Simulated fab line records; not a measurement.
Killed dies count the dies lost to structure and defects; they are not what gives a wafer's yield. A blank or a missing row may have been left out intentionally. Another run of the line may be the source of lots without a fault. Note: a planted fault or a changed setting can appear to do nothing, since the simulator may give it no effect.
fab line records | flow nand_harc
record: lots: 24 wafers: 72 last_day: 24
route steps=1159 shown P_M1@298 P_M2@340 P_BONDPAD@374
lots with no fault: from the same line, run without faults
start_h: hours from the record's first day to the start of the lot's first wafer shown | wait_h: hours from the lot's prior step to this one | " identical to the entry in the row above | L1.1+2: several wafers, shown together as one row | - no value, or no start given | * or withheld: withheld | < > ~ a bound
route shown NAME@n: names a module that has steps shown in the file, with the first one's number in the route | usual: the fault-free wafers' mean and standard deviation | same: alike in all rows | chamber/n: place in a boat | sites: the reading at each site | _std_site: their standard deviation | _edge_site: the outer-site mean with the inner-site mean subtracted | radius_mm: for every site, how far away it sits from the centre of the wafer | mask NAME#n: copy n | behind: the most recent tool/chamber to have shaped the wafer | hold: the reason the lot was held/the length of the hold in hours/how it ended | device: whichever transistor did not switch (one of n, p or np) | end of line: the same wafers' tests at the end of the route | where a step has no rows: the recipe by itself | killed: not the wafer's yield, but the dies lost to structure and defects at the first sort | map: dies across one wafer; x = killed, . = not, _ = none there
set.NAME: the setting the step ran with; set.NAME@STEP: the setting that earlier step ran with | model.NAME: the simulator's own value behind a step, which no gauge read
one table for each step of the route and one row for each wafer, over a sample of lots
services: from which hour (start_h, from the record's first day; less than 0 if before it) a tool's chamber was out of use, for how many hours, and why
== steps ==
step: NHARC_P_M1_DESCUM_14
recipe: time_s: 3 o2_flow_sccm: 200 ar_flow_sccm: 0 bias_power_w: 0 chemistry: O2
usual: drypump_motor_current_A: 5.6/0.45 oes_product_au: 0.996/0.013 rf_vpp_V: 57.8/0.82 showerhead_plenum_p_Torr: 1.92/0.077 throttle_valve_pct: 11.312/0.0097
columns lot.wafer tool chamber start_h wait_h drypump_motor_current_A oes_product_au rf_hours_counter_h rf_vpp_V showerhead_plenum_p_Torr throttle_valve_pct
L075.1 rie_diel-13 2 123.56 0.1 5.3 0.996 0.3 57.8 2.05 11.304
L075.4 " 0 " " 5.9 0.986 0.3 56.5 1.98 11.305
L075.6 " 2 " " 5.3 0.998 - 57.5 2.05 11.319
L074.1 rie_diel-08 2 124.30 0.1 6.2 1.013 10.7 56.6 1.80 11.325
L074.2 " 3 " " 6.4 0.989 11.3 57.6 1.94 11.320
L074.4 " 0 " " 5.8 1.020 10.0 56.8 2.01 11.309
L077.4 rie_diel-13 0 137.05 0.1 5.9 0.987 0.8 57.5 1.98 11.329
L077.6 " 0 " " 5.9 0.980 - 56.1 1.98 11.311
L077.5 " 1 " " 5.2 0.981 - 58.7 1.86 11.338
L078.4 rie_diel-13 3 141.76 0.1 5.1 1.004 0.9 56.8 1.93 11.311
L078.2 " 0 " " 5.8 0.994 0.9 57.8 1.98 11.305
L078.6 " 2 " " 5.3 0.992 - 57.9 2.05 11.304
L076.4 rie_diel-13 0 145.41 0.1 5.8 0.986 1.1 57.9 1.98 11.318
L076.1 " 1 " " 5.2 0.964 1.0 58.5 1.86 11.312
L076.6 " 2 " " 5.3 0.997 - 59.3 2.05 11.307
L080.3 rie_diel-13 2 148.52 0.1 5.3 1.012 1.1 58.3 2.05 11.313
L080.4 " 0 " " 5.9 0.991 1.2 57.8 1.98 11.308
L080.6 " 2 " " 5.3 0.997 - 58.7 2.05 11.308
L079.4 rie_diel-01 2 149.27 0.1 6.6 0.994 0.1 58.6 1.92 11.296
L079.3 " 0 " " 5.2 1.023 0.1 57.7 1.95 11.313
L079.5 " 3 " " 5.6 1.001 - 56.4 1.86 11.312
L081.4 rie_diel-08 2 165.93 0.1 6.1 0.995 2.8 57.0 1.80 11.306
L081.1 " 3 " " 6.4 0.993 1.8 58.9 1.94 11.309
L081.5 " 1 " " 5.3 1.007 - 58.1 1.83 11.320
L082.1 rie_diel-08 2 167.22 0.1 6.1 1.005 2.9 58.4 1.80 11.326
L082.5 " 2 " " 6.2 0.997 - 57.6 1.80 11.325
L082.6 " 3 " " 6.4 0.993 - 57.5 1.94 11.313
L083.3 rie_diel-13 1 167.81 0.1 5.2 0.976 1.5 57.3 1.86 11.306
L083.4 " 2 " " 5.3 1.001 1.5 57.0 2.05 11.302
L083.5 " 0 " " 5.8 0.992 - 57.5 1.98 11.291
L085.2 rie_diel-01 0 180.88 0.1 5.1 1.018 2.6 57.9 1.95 11.333
L085.4 " 2 " " 6.6 0.987 1.6 57.2 1.92 11.306
L085.6 " 1 " " 5.5 0.982 - 57.5 1.84 11.314
L084.1 rie_diel-13 2 181.56 0.1 5.3 1.002 1.8 59.2 2.05 11.308
L084.4 " 0 " " 5.9 0.983 1.9 57.8 1.98 11.311
L084.5 " 3 " " 5.1 1.004 - 57.8 1.93 11.294
L087.2 rie_diel-13 3 199.02 0.1 5.1 0.998 2.2 59.1 1.93 11.319
L087.6 " 2 " " 5.3 0.998 - 58.5 2.05 11.313
L087.5 " 3 " " 5.1 0.991 - 58.0 1.93 11.324
L086.2 rie_diel-08 0 200.05 0.1 5.8 0.989 5.3 56.9 2.01 11.315
L086.5 " 1 " " 5.4 1.013 - 57.4 1.83 11.318
L086.6 " 2 " " 6.2 1.002 - 58.9 1.79 11.318
L088.2 rie_diel-08 0 217.75 0.1 5.8 0.996 6.5 57.7 2.01 11.320
L088.5 " 2 " " 6.2 1.003 - 58.1 1.79 11.312
L088.4 " 1 " " 5.3 1.011 - 57.3 1.83 11.316
L089.1 rie_diel-13 1 218.71 0.1 5.2 0.970 2.5 59.0 1.86 11.304
L089.4 " 2 " " 5.3 1.001 2.4 57.9 2.05 11.300
L089.5 " 3 " " 5.1 1.012 - 55.9 1.93 11.307
L090.1 rie_diel-13 3 219.26 0.1 5.1 1.007 2.7 58.1 1.93 11.312
L090.2 " 1 " " 5.2 0.969 2.5 56.1 1.86 11.288
L090.5 " 0 " " 5.8 0.976 - 58.7 1.98 11.303
L091.4 rie_diel-01 0 225.66 0.1 5.2 1.015 5.3 57.2 1.95 11.302
L091.3 " 2 " " 6.6 0.991 4.0 56.0 1.92 11.317
L091.5 " 1 " " 5.5 0.992 - 57.1 1.83 11.323
L093.3 rie_diel-08 2 226.03 0.1 6.2 1.001 7.4 56.7 1.79 11.305
L093.6 " 1 " " 5.4 1.014 - 58.0 1.83 11.294
L093.5 " 2 " " 6.2 0.996 - 57.2 1.79 11.315
L092.4 rie_diel-01 0 226.36 0.1 5.2 1.014 5.3 56.4 1.95 11.314
L092.3 " 3 " " 5.6 1.001 5.1 57.6 1.86 11.321
L092.6 " 1 " " 5.6 0.980 - 58.7 1.83 11.297
L094.3 rie_diel-13 3 240.99 0.1 5.1 1.004 3.4 56.5 1.93 11.313
L094.4 " 0 " " 5.9 0.980 3.4 58.9 1.98 11.320
L094.2 " 1 " " 5.2 0.979 3.2 57.9 1.86 11.300
L095.4 rie_diel-08 2 243.37 0.1 6.2 0.994 8.5 56.4 1.79 11.324
L095.3 " 1 " " 5.3 1.015 8.0 57.8 1.83 11.307
L095.6 " 2 " " 6.2 1.003 - 57.6 1.79 11.301
L096.3 rie_diel-13 3 251.48 0.1 5.1 1.003 3.8 57.9 1.93 11.309
L096.5 " 3 " " 5.1 1.006 - 57.0 1.93 11.332
L096.4 " 0 " " 5.8 0.989 - 58.0 1.98 11.321
L097.3 rie_diel-01 2 259.81 0.1 6.6 0.995 6.5 57.3 1.92 11.321
L097.5 " 3 " " 5.6 1.000 - 57.2 1.86 11.308
L097.6 " 0 " " 5.2 1.019 - 57.9 1.95 11.326
step: NHARC_P_M1_STRIP_18
recipe: power_w: 1000 n2_flow_sccm: 150 h2_flow_sccm: 150 ar_flow_sccm: 0 bias_w: 0 chemistry: N2/H2
usual: drypump_motor_current_A: 5.7/0.49 oes_product_au: 0.998/0.013 rf_vpp_V: 90.6/0.82 showerhead_plenum_p_Torr: 2.03/0.083 throttle_valve_pct: 14.169/0.0083
columns lot.wafer tool chamber start_h wait_h drypump_motor_current_A oes_product_au rf_hours_counter_h rf_vpp_V showerhead_plenum_p_Torr throttle_valve_pct
L075.4 rie_diel-13 2 123.96 0.1 5.3 1.006 0 92.3 2.19 14.173
L075.1 " 0 " " 5.8 0.997 0 90.2 2.11 14.172
L075.6 " 2 " " 5.3 0.997 - 91.3 2.19 14.163
L074.4 rie_diel-13 2 124.68 0.1 5.3 1.003 0 91.8 2.19 14.175
L074.2 " 3 " " 5.1 1.016 0 89.6 2.06 14.169
L074.1 " 1 " " 5.2 0.975 0 90.5 1.98 14.166
L077.4 rie_diel-01 1 137.51 0.1 5.5 0.994 13 90.5 1.95 14.189
L077.5 " 2 " " 6.6 0.991 - 90.8 2.04 14.169
L077.6 " 3 " " 5.6 0.999 - 90.3 1.99 14.163
L078.2 rie_diel-08 0 142.13 0.1 5.8 1.005 1 90.9 2.15 14.173
L078.6 " 0 " " 5.8 1.008 - 91.3 2.15 14.179
L078.4 " 1 " " 5.4 1.017 - 88.6 1.95 14.178
L076.4 rie_diel-08 3 145.78 0.1 6.4 0.995 1 91.1 2.07 14.164
L076.1 " 0 " " 5.8 0.993 2 90.4 2.15 14.185
L076.6 " 3 " " 6.4 0.996 - 90.4 2.07 14.171
L080.4 rie_diel-08 2 148.89 0.1 6.2 1.002 2 88.7 1.91 14.188
L080.3 " 1 " " 5.3 1.005 2 89.3 1.95 14.178
L080.6 " 2 " " 6.2 1.005 - 90.2 1.91 14.153
L079.3 rie_diel-08 3 149.70 0.1 6.4 0.995 1 90.4 2.07 14.174
L079.4 " 0 " " 5.8 0.999 2 90.4 2.15 14.166
L079.5 " 2 " " 6.2 0.995 - 89.2 1.91 14.160
L081.4 rie_diel-01 1 166.33 0.1 5.5 1.000 1 90.9 1.95 14.181
L081.1 " 2 " " 6.6 0.993 1 90.5 2.04 14.171
L081.5 " 0 " " 5.1 1.018 - 91.3 2.08 14.173
L082.1 rie_diel-01 2 167.61 0.1 6.6 0.976 1 89.4 2.04 14.166
L082.6 " 2 " " 6.6 0.993 - 90.9 2.04 14.165
L082.5 " 3 " " 5.6 0.976 - 90.2 1.99 14.156
L083.3 rie_diel-08 1 168.21 0.1 5.3 1.019 3 91.2 1.95 14.160
L083.4 " 3 " " 6.4 0.989 2 90.3 2.07 14.162
L083.5 " 0 " " 5.8 0.990 - 91.4 2.15 14.164
L085.2 rie_diel-01 0 181.26 0.1 5.2 1.024 3 89.9 2.08 14.175
L085.4 " 3 " " 5.6 0.999 2 90.8 1.99 14.177
L085.6 " 0 " " 5.2 1.016 - 91.3 2.08 14.169
L084.4 rie_diel-01 2 181.94 0.1 6.6 0.990 2 90.9 2.04 14.178
L084.1 " 0 " " 5.2 1.022 3 90.6 2.08 14.180
L084.5 " 3 " " 5.6 0.995 - 90.8 1.99 14.179
L087.2 rie_diel-01 1 199.39 0.1 5.5 0.986 3 89.9 1.95 14.165
L087.6 " 1 " " 5.5 0.985 - 90.7 1.95 14.174
L087.5 " 2 " " 6.6 0.984 - 91.1 2.04 14.163
L086.2 rie_diel-13 0 200.43 0.1 5.9 0.983 2 90.1 2.11 14.161
L086.6 " 3 " " 5.1 0.995 - 90.2 2.06 14.153
L086.5 " 0 " " 5.9 0.984 - 89.2 2.11 14.167
L088.4 rie_diel-01 0 218.19 0.1 5.2 1.022 5 91.0 2.08 14.178
L088.2 " 1 " " 5.5 0.991 4 89.2 1.95 14.177
L088.5 " 0 " " 5.2 1.023 - 90.4 2.08 14.159
L089.1 rie_diel-08 3 219.10 0.1 6.4 1.002 5 91.1 2.07 14.164
L089.4 " 1 " " 5.4 1.019 7 91.9 1.95 14.156
L089.5 " 3 " " 6.4 0.991 - 91.1 2.07 14.181
L090.1 rie_diel-13 0 219.64 0.1 5.9 0.978 3 91.5 2.11 14.167
L090.2 " 3 " " 5.1 0.996 3 90.5 2.06 14.166
L090.5 " 0 " " 5.8 0.978 - 91.9 2.11 14.167
L091.3 rie_diel-13 0 226.04 0.1 5.8 0.985 3 91.5 2.11 14.177
L091.4 " 2 " " 5.3 0.999 3 91.1 2.19 14.162
L091.5 " 0 " " 5.9 0.978 - 90.2 2.11 14.169
L093.3 rie_diel-08 3 226.42 0.1 6.4 0.989 5 91.4 2.07 14.182
L093.6 " 2 " " 6.2 1.007 - 88.8 1.91 14.172
L093.5 " 3 " " 6.4 0.991 - 90.7 2.07 14.170
L092.3 rie_diel-13 1 226.74 0.1 5.2 0.974 3 91.3 1.98 14.174
L092.4 " 3 " " 5.1 0.999 3 91.2 2.05 14.163
L092.6 " 2 " " 5.3 0.991 - 90.4 2.19 14.187
L094.3 rie_diel-08 3 241.38 0.1 6.4 0.985 6 91.5 2.07 14.180
L094.2 " 1 " " 5.3 1.009 8 89.7 1.95 14.165
L094.4 " 3 " " 6.4 0.992 - 91.7 2.07 14.163
L095.3 rie_diel-08 3 243.75 0.1 6.4 0.988 6 90.4 2.07 14.161
L095.4 " 2 " " 6.2 1.013 9 90.1 1.91 14.156
L095.6 " 0 " " 5.8 1.002 - 91.8 2.14 14.172
L096.3 rie_diel-08 1 251.92 0.1 5.4 1.010 8 89.5 1.95 14.174
L096.4 " 2 " " 6.2 0.996 9 91.0 1.91 14.159
L096.5 " 0 " " 5.8 1.008 - 91.0 2.14 14.152
L097.3 rie_diel-08 0 260.21 0.1 5.8 1.003 8 90.1 2.14 14.170
L097.5 " 2 " " 6.2 0.996 - 90.4 1.91 14.169
L097.6 " 3 " " 6.4 0.989 - 90.9 2.07 14.156
step: NHARC_P_M1_PRE_CLEAN_32
recipe: time_s: 12 temp_c: 370 rf_power_w: 300 gas: NH3
usual: heater_power_w: 628/80
columns lot.wafer tool chamber start_h wait_h heater_power_w
L075.1 pecvd-03 1 126.33 0.1 734
L075.6 " 1 " " 726
L075.4 " 2 " " 780
L074.1 pecvd-04 1 126.97 0.1 631
L074.2 " 2 " " 581
L074.4 " 1 " " 625
L077.6 pecvd-04 1 139.76 0.1 637
L077.5 " 2 " " 598
L077.4 " 0 " " 553
L078.2 pecvd-03 1 144.48 0.1 701
L078.6 " 2 " " 692
L078.4 " 1 " " 733
L076.1 pecvd-04 1 148.09 0.1 676
L076.4 " 1 " " 678
L076.6 " 2 " " 653
L080.3 pecvd-03 0 151.16 0.1 688
L080.4 " 0 " " 685
L080.6 " 1 " " 746
L079.3 pecvd-04 0 151.93 0.1 487
L079.4 " 0 " " 504
L079.5 " 2 " " 628
L081.1 pecvd-03 0 168.59 0.1 691
L081.4 " 1 " " 768
L081.5 " 2 " " 699
L082.1 pecvd-02 1 169.88 0.1 636
L082.5 " 0 " " 523
L082.6 " 2 " " 606
L083.3 pecvd-02 2 170.49 0.1 497
L083.4 " 1 " " 614
L083.5 " 2 " " 521
L085.2 pecvd-04 2 184.23 0.1 562
L085.4 " 1 " " 639
L085.6 " 0 " " 534
L084.1 pecvd-02 0 184.73 0.1 581
L084.5 " 1 " " 632
L084.4 " 2 " " 587
L087.2 pecvd-02 1 201.70 0.1 634
L087.6 " 1 " " 640
L087.5 " 2 " " 605
L086.2 pecvd-02 0 202.80 0.2 619
L086.5 " 1 " " 638
L086.6 " 0 " " 605
L088.2 pecvd-03 1 220.46 0.1 632
L088.5 " 2 " " 823
L088.4 " 1 " " 646
L089.1 pecvd-02 1 221.36 0.1 625
L089.4 " 0 " " 593
L089.5 " 1 " " 623
L090.2 pecvd-03 2 221.93 0.1 782
L090.1 " 0 " " 696
L090.5 " 2 " " 797
L091.3 pecvd-03 2 228.32 0.1 771
L091.4 " 2 " " 753
L091.5 " 0 " " 715
L093.3 pecvd-02 0 228.68 0.1 608
L093.5 " 1 " " 587
L093.6 " 2 " " 537
L092.3 pecvd-04 2 229.02 0.1 532
L092.4 " 1 " " 599
L092.6 " 2 " " 531
L094.3 pecvd-02 1 243.75 0.1 616
L094.2 " 2 " " 586
L094.4 " 0 " " 532
L095.3 pecvd-02 1 246.24 0.3 573
L095.4 " 1 " " 591
L095.6 " 2 " " 520
L096.3 pecvd-02 1 254.22 0.1 647
L096.5 " 0 " " 554
L096.4 " 1 " " 646
L097.3 pecvd-03 0 262.49 0.1 635
L097.6 " 0 " " 642
L097.5 " 2 " " 788
step: NHARC_P_M2_PVD_20
recipe: target_thk_a: 50 bias_v: 168.6 power_w: 15000 chamber_pressure_pa: 0.12 time_s: 8.06 substrate_temp_c: 50 material: TaN
usual: bias_v: 168.6/1.6 throttle_valve_pct: 30.2/1.5
columns lot.wafer tool chamber start_h wait_h bias_v throttle_valve_pct
L075.1 pvd_sputter-01 - - - 166.4 29.0
L075.4 " - " " 169.0 28.7
L075.6 " - " " 167.2 29.1
L074.4 pvd_sputter-02 - - - 169.6 30.3
L074.1 " - " " 171.2 30.0
L074.2 " - " " 169.6 30.1
L077.4 pvd_sputter-01 - - - 169.7 29.3
L077.6 " - " " 169.2 28.8
L077.5 " - " " 169.3 31.4
L078.4 pvd_sputter-01 - - - 169.2 28.8
L078.2 " - " " 170.3 31.2
L078.6 " - " " 167.2 26.7
L076.1 pvd_sputter-02 - - - 171.3 31.1
L076.4 " - " " 171.4 30.7
L076.6 " - " " 168.7 29.8
L080.4 pvd_sputter-03 - - - 169.1 30.0
L080.3 " - " " 167.8 33.3
L080.6 " - " " 167.2 29.1
L079.3 pvd_sputter-02 - - - 169.5 30.3
L079.4 " - " " 169.2 31.2
L079.5 " - " " 168.3 30.0
L081.1 pvd_sputter-03 - - - 171.8 29.8
L081.4 " - " " 167.5 29.3
L081.5 " - " " 170.9 30.2
L082.1 pvd_sputter-03 - - - 167.0 30.6
L082.5 " - " " 169.0 30.0
L082.6 " - " " 170.5 33.3
L083.4 pvd_sputter-03 - - - 169.2 30.1
L083.3 " - " " 168.1 29.2
L083.5 " - " " 167.5 33.3
L085.4 pvd_sputter-02 - - - 169.1 31.3
L085.2 " - " " 168.0 30.7
L085.6 " - " " 172.0 30.1
L084.1 pvd_sputter-01 - - - 170.1 29.1
L084.4 " - " " 168.8 31.4
L084.5 " - " " 168.1 27.7
L087.2 pvd_sputter-02 - - - 166.4 30.0
L087.5 " - " " 167.8 30.2
L087.6 " - " " 165.4 30.3
L086.2 pvd_sputter-01 - - - 167.7 28.8
L086.6 " - " " 166.8 27.4
L086.5 " - " " 170.7 28.7
L088.2 pvd_sputter-03 - - - 169.8 29.2
L088.4 " - " " 164.2 30.0
L088.5 " - " " 167.5 29.1
L089.4 pvd_sputter-01 - - - 168.8 27.8
L089.1 " - " " 170.8 28.9
L089.5 " - " " 169.7 27.3
L090.1 pvd_sputter-02 - - - 166.1 30.8
L090.2 " - " " 167.9 31.4
L090.5 " - " " 169.4 30.9
L091.4 pvd_sputter-03 - - - 168.7 33.6
L091.3 " - " " 168.0 30.7
L091.5 " - " " 167.1 30.0
L093.3 pvd_sputter-01 - - - 169.9 31.4
L093.5 " - " " 168.2 27.6
L093.6 " - " " 168.9 28.8
L092.3 pvd_sputter-03 - - - 167.3 30.8
L092.4 " - " " 170.1 29.2
L092.6 " - " " 168.4 33.3
L094.2 pvd_sputter-02 - - - 168.9 31.2
L094.4 " - " " 167.8 30.2
L094.3 " - " " 168.6 30.4
L095.4 pvd_sputter-03 - - - 168.2 29.8
L095.3 " - " " 166.5 33.6
L095.6 " - " " 168.1 33.2
L096.3 pvd_sputter-02 - - - 170.2 30.6
L096.4 " - " " 169.3 31.3
L096.5 " - " " 170.2 31.0
L097.3 pvd_sputter-03 - - - 169.0 29.4
L097.6 " - " " 167.4 30.0
L097.5 " - " " 170.0 33.5
step: NHARC_P_M2_ANNEAL_31
recipe: temp_c: 225 time_s: 90
usual: wafer_temp_C_max: 226.2/0.46
columns lot.wafer tool chamber start_h wait_h wafer_temp_C_max
L075.1 rtp_anneal-01 0 129.76 - 226.3
L075.4 " 0 " " 225.8
L075.6 " 0 " " 226.1
L074.1 rtp_anneal-02 0 130.32 - 225.9
L074.2 " 0 " " 226.5
L074.4 " 0 " " 226.3
L077.4 rtp_anneal-02 0 143.02 0.3 226.1
L077.5 " 0 " " 226.7
L077.6 " 0 " " 226.4
L078.2 rtp_anneal-01 0 147.83 - 225.8
L078.4 " 0 " " 225.6
L078.6 " 0 " " 225.5
L076.1 rtp_anneal-01 0 151.49 0.4 225.7
L076.4 " 0 " " 225.6
L076.6 " 0 " " 225.8
L080.3 rtp_anneal-02 0 154.55 0.3 226.5
L080.4 " 0 " " 226.1
L080.6 " 0 " " 226.1
L079.3 rtp_anneal-02 0 155.38 0.3 226.4
L079.4 " 0 " " 226.2
L079.5 " 0 " " 226.5
L081.1 rtp_anneal-02 0 172.26 - 226.4
L081.4 " 0 " " 226.5
L081.5 " 0 " " 227.2
L082.1 rtp_anneal-02 0 173.17 0.3 226.4
L082.5 " 0 " " 226.1
L082.6 " 0 " " 226.5
L083.3 rtp_anneal-01 0 173.82 0.3 226.1
L083.4 " 0 " " 225.5
L083.5 " 0 " " 225.9
L085.2 rtp_anneal-01 0 187.58 - 226.0
L085.4 " 0 " " 225.7
L085.6 " 0 " " 226.3
L084.1 rtp_anneal-02 0 188.09 0.3 225.9
L084.4 " 0 " " 226.3
L084.5 " 0 " " 226.6
L087.2 rtp_anneal-01 0 205.21 - 226.1
L087.5 " 0 " " 226.2
L087.6 " 0 " " 225.9
L086.2 rtp_anneal-02 0 206.12 - 226.7
L086.5 " 0 " " 226.3
L086.6 " 0 " " 226.6
L088.2 rtp_anneal-02 0 224.26 0.4 227.0
L088.4 " 0 " " 227.1
L088.5 " 0 " " 226.8
L089.1 rtp_anneal-02 0 224.79 0.4 226.0
L089.4 " 0 " " 226.9
L089.5 " 0 " " 226.0
L090.1 rtp_anneal-01 0 225.28 0.3 225.7
L090.2 " 0 " " 225.6
L090.5 " 0 " " 225.6
L091.3 rtp_anneal-02 0 231.72 0.3 226.7
L091.4 " 0 " " 227.3
L091.5 " 0 " " 226.7
L093.3 rtp_anneal-01 0 232.05 0.3 225.8
L093.5 " 0 " " 225.8
L093.6 " 0 " " 225.9
L092.3 rtp_anneal-02 0 232.44 - 226.8
L092.4 " 0 " " 226.9
L092.6 " 0 " " 226.6
L094.2 rtp_anneal-02 0 247.09 - 226.8
L094.3 " 0 " " 226.3
L094.4 " 0 " " 226.1
L095.3 rtp_anneal-01 0 249.99 0.3 225.8
L095.4 " 0 " " 226.2
L095.6 " 0 " " 225.9
L096.3 rtp_anneal-01 0 257.69 0.3 225.8
L096.4 " 0 " " 225.7
L096.5 " 0 " " 225.7
L097.3 rtp_anneal-01 0 266.30 0.5 225.6
L097.5 " 0 " " 225.8
L097.6 " 0 " " 225.6
step: NHARC_P_BONDPAD_DEGAS_25
recipe: temp_c: 300 time_s: 60
usual: heater_power_w: 462/41
columns lot.wafer tool chamber start_h wait_h heater_power_w
L075.4 pvd_sputter-01 - 133.45 - 460
L075.1 " - " " 430
L075.6 " - " " 385
L074.4 pvd_sputter-03 - 134.08 - 473
L074.2 " - " " 465
L074.1 " - " " 435
L077.4 pvd_sputter-03 - 146.63 - 486
L077.5 " - " " 468
L077.6 " - " " 480
L078.2 pvd_sputter-03 - 151.73 - 468
L078.4 " - " " 443
L078.6 " - " " 478
L076.1 pvd_sputter-01 - 155.15 - 427
L076.4 " - " " 391
L076.6 " - " " 458
L080.3 pvd_sputter-03 - 158.28 - 490
L080.4 " - " " 441
L080.6 " - " " 486
L079.3 pvd_sputter-03 - 159.14 - 470
L079.4 " - " " 438
L079.5 " - " " 452
L081.4 pvd_sputter-03 - 175.90 - 431
L081.1 " - " " 461
L081.5 " - " " 489
L082.1 pvd_sputter-02 - 176.79 - 403
L082.5 " - " " 414
L082.6 " - " " 502
L083.3 pvd_sputter-01 - 177.50 - 408
L083.4 " - " " 474
L083.5 " - " " 411
L085.4 pvd_sputter-03 - 191.28 - 485
L085.2 " - " " 433
L085.6 " - " " 476
L084.4 pvd_sputter-01 - 191.84 - 467
L084.1 " - " " 393
L084.5 " - " " 476
L087.2 pvd_sputter-01 - 209.32 - 399
L087.6 " - " " 476
L087.5 " - " " 465
L086.2 pvd_sputter-02 - 209.82 - 411
L086.6 " - " " 396
L086.5 " - " " 519
L088.2 pvd_sputter-01 - 227.97 - 462
L088.4 " - " " 409
L088.5 " - " " 516
L089.1 pvd_sputter-03 - 228.63 - 442
L089.4 " - " " 474
L089.5 " - " " 460
L090.1 pvd_sputter-02 - 229.05 - 398
L090.2 " - " " 538
L090.5 " - " " 503
L091.3 pvd_sputter-01 - 235.32 - 403
L091.4 " - " " 453
L091.5 " - " " 476
L093.3 pvd_sputter-02 - 235.85 - 392
L093.6 " - " " 492
L093.5 " - " " 536
L092.4 pvd_sputter-02 - 236.28 - 507
L092.3 " - " " 534
L092.6 " - " " 401
L094.2 pvd_sputter-02 - 250.83 - 400
L094.3 " - " " 499
L094.4 " - " " 402
L095.3 pvd_sputter-02 - 253.71 - 397
L095.4 " - " " 396
L095.6 " - " " 398
L096.4 pvd_sputter-03 - 261.79 - 467
L096.3 " - " " 428
L096.5 " - " " 456
L097.3 pvd_sputter-01 - 269.87 - 479
L097.5 " - " " 461
L097.6 " - " " 519
== services ==
columns tool chamber start_h hours kind
rie_diel-13 - 99.91 2.3 repair
rie_diel-08 0 101.31 3.7 repair
pvd_sputter-03 - 102.00 10.0 pm
rie_diel-01 0 108.72 17.7 repair
pecvd-03 - 111.02 13.0 pm
rie_diel-08 - 124.81 9.0 pm
rie_diel-01 - 134.60 1.0 repair
rie_diel-01 - 137.80 9.0 pm
rie_diel-13 - 144.04 0.3 repair
rie_diel-01 2 151.45 9.2 repair
pecvd-02 - 153.15 13.0 pm
pvd_sputter-01 - 158.02 10.0 pm
rie_diel-13 - 171.83 0.7 repair
pvd_sputter-02 - 193.95 2.5 repair
pecvd-03 0 199.42 6.3 repair
rie_diel-08 1 205.09 8.1 repair
pvd_sputter-03 - 205.34 8.3 repair
rie_diel-08 3 208.89 9.3 repair
pvd_sputter-02 - 214.03 10.0 pm
rie_diel-08 3 229.92 1.3 repair
rie_diel-13 - 232.58 0.3 repair
rie_diel-08 0 240.69 1.9 repair
rie_diel-13 2 250.93 8.0 repair
pvd_sputter-01 - 256.19 12.6 repair
== key ==
fault none
